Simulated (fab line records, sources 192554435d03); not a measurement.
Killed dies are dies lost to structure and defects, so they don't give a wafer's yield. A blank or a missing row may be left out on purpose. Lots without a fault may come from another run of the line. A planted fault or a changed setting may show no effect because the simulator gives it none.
A struck lot beside a sound one | flow n5_finfet | 29 steps out of a route of 1938
Sound: wafers L958.2, L958.3, L958.6. Struck: wafer L963.5. (L963.3 of the same lot was not struck and is left out.) The cause comes at the end.
At each step with rows: each side's tool, then ch and its chambers, then its first start. Under that, the readings that differ: sound wafers | struck wafers | difference of the means | sigmas: that difference in standard deviations of wafers without a fault.
alike: readings whose means differ by less than 2 such deviations, and words and numbers that are the same on both sides. not compared: withheld readings, readings that some wafer has no value for, bounds like >300 that may hide the same value, and numbers for which the record gives no deviation and whose values overlap.
The two part at a step that has a row with sigmas, a row that says differs or no value, or rows on one side only. Numbers that don't overlap but have no deviation are shown without sigmas and don't part them. A reading that every wafer of one side lacks parts them only if that side has two wafers or more.

first, 9 steps without rows for these wafers: N5_BEOL_M15_COAT_22 (resist thk 800 nm); N5_BEOL_M15_EBR_24; N5_BEOL_M15_SOFTBAKE_23 (time 60 s); N5_BEOL_M15_EXPOSE_25 (exposes mask M15, target cd 400 nm); N5_BEOL_M15_PEB_26 (peb time 90 s); N5_BEOL_M15_DEVELOP_27 (develop time 45 s); N5_BEOL_M15_HARDBAKE_32 (time 120 s); N5_BEOL_M15_DESCUM_33 (chemistry O2, time 7.9 s); N5_BEOL_M15_ETCH_61 (etches BARC in N2/H2, target depth 89 nm, overetch 26.7 nm, time 67.9 s).
N5_BEOL_M15_TRENCH_ETCH_34: etches SiO2 in C4F8/O2/Ar, target depth 872.93 nm, time 199 s.
  sound on rie_diel-03 ch 0,1,3, day 15 21:07; struck on rie_diel-04 ch 2, day 16 15:22
  reading                                    | sound             | struck | difference | sigmas
  mfc_ar_sccm (sccm)                         | 401.6 400.2 401.6 | 398.1  | -3.0       | -2
  model.etch.depth_nm (nm)                   | 894.1 862.2 857.5 | 621.2  | -250.1     |
  model.coat_of_BEOL_M15_COAT_22.thk_nm (nm) | 532.6 545.6 553.4 | 589.8  | +45.9      |
  alike: drypump_motor_current_A, he_outer_torr, oes_ar_750_au, oes_o_777_au, oes_product_au, rf_vpp_V, showerhead_plenum_p_Torr, throttle_valve_pct
  not compared: rf_hours_counter_h
then, 13 steps without rows for these wafers: N5_BEOL_M15_STRIP_36 (strips in O2); N5_BEOL_M15_STRIP_62 (strips in O2); N5_BEOL_M15_STRIP_37 (strips in O2); N5_BEOL_M15_ETCH_38 (etches SiCN in CF4/N2, target depth 106.4 nm, time 120.5 s); N5_BEOL_M15_PRECLEAN_39 (cleans in residue remover, time 60 s); N5_BEOL_M15_SRD_40 (time 30 s, dry time 30 s); N5_BEOL_M15_DEGAS_41 (time 60 s); N5_BEOL_M15_PRE_CLEAN_42 (time 30 s); N5_BEOL_M15_SPUTTER_43 (material TaN, target thk 15 nm, time 24.19 s); N5_BEOL_M15_SPUTTER_44 (material Ta, target thk 15 nm, time 24.19 s); N5_BEOL_M15_SPUTTER_45 (material Cu, target thk 100 nm, time 16.67 s); N5_BEOL_M15_ECD_47 (material Cu, target thk 1860 nm); N5_BEOL_M15_ANNEAL_48 (time 90 s).
N5_BEOL_M15_CMP_49: polishes, stops on SiO2, t overpolish 4.9 s, target thk 850 nm.
  sound on cmp-03 ch 0,2,3, day 15 23:08; struck on cmp-02 ch 0, day 16 18:17
  reading                                 | sound           | struck | difference | sigmas
  model.Cu_of_BEOL_M15_ECD_47.thk_nm (nm) | 871 839.2 835.8 | 598    | -251       |
  alike: motor_current_A, platen_rpm, slurry_flow_ml_min
N5_BEOL_M15_THK_MEAS_50: measures by xrf.
  sound on film_metro-01, day 15 23:26; struck on film_metro-02, day 16 18:35
  reading      | sound       | struck | difference | sigmas
  M15_THK (nm) | 891 858 854 | 596    | -272       | -13
then, 2 steps without rows for these wafers: N5_BEOL_M15_PRE_CLEAN_52 (time 15 s); N5_BEOL_M15_DEP_53 (deposits SiCN from 3MS/NH3, target thk 50 nm, time 17.8 s).
N5_BEOL_M15_RS_MEAS_54: measures by four-point-probe.
  sound on film_metro-01, day 15 23:34; struck on film_metro-01, day 16 18:43
  reading         | sound                | struck | difference | sigmas
  M15_RS (ohm/sq) | 0.0210 0.0218 0.0219 | 0.0309 | +0.0093    | +17
N5_PASSIVATION_PROBE_49:
  sound on prober-01, day 16 17:59; struck on prober-02, day 17 09:14
  alike: defect_limited_yield, killed_at_M0_to_M3, killed_at_M4_up, killed_at_contacts, killed_at_front_end, killed_at_other, killed_dies, killed_open, killed_short, sort_bin_5_function, sort_bin_6_memory, sort_bin_8_speed, sort_n_pass, sort_yield_pct

WHERE THEY PART
First at N5_BEOL_M15_TRENCH_ETCH_34; last, within this record, at N5_BEOL_M15_RS_MEAS_54. Later steps at which nothing parts them and some readings are alike: N5_PASSIVATION_PROBE_49.

WHY: what the simulator had put in
Process parameter drift: rie_diel-04, from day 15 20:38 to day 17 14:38, at N5_BEOL_M15_TRENCH_ETCH_34. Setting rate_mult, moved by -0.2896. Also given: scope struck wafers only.
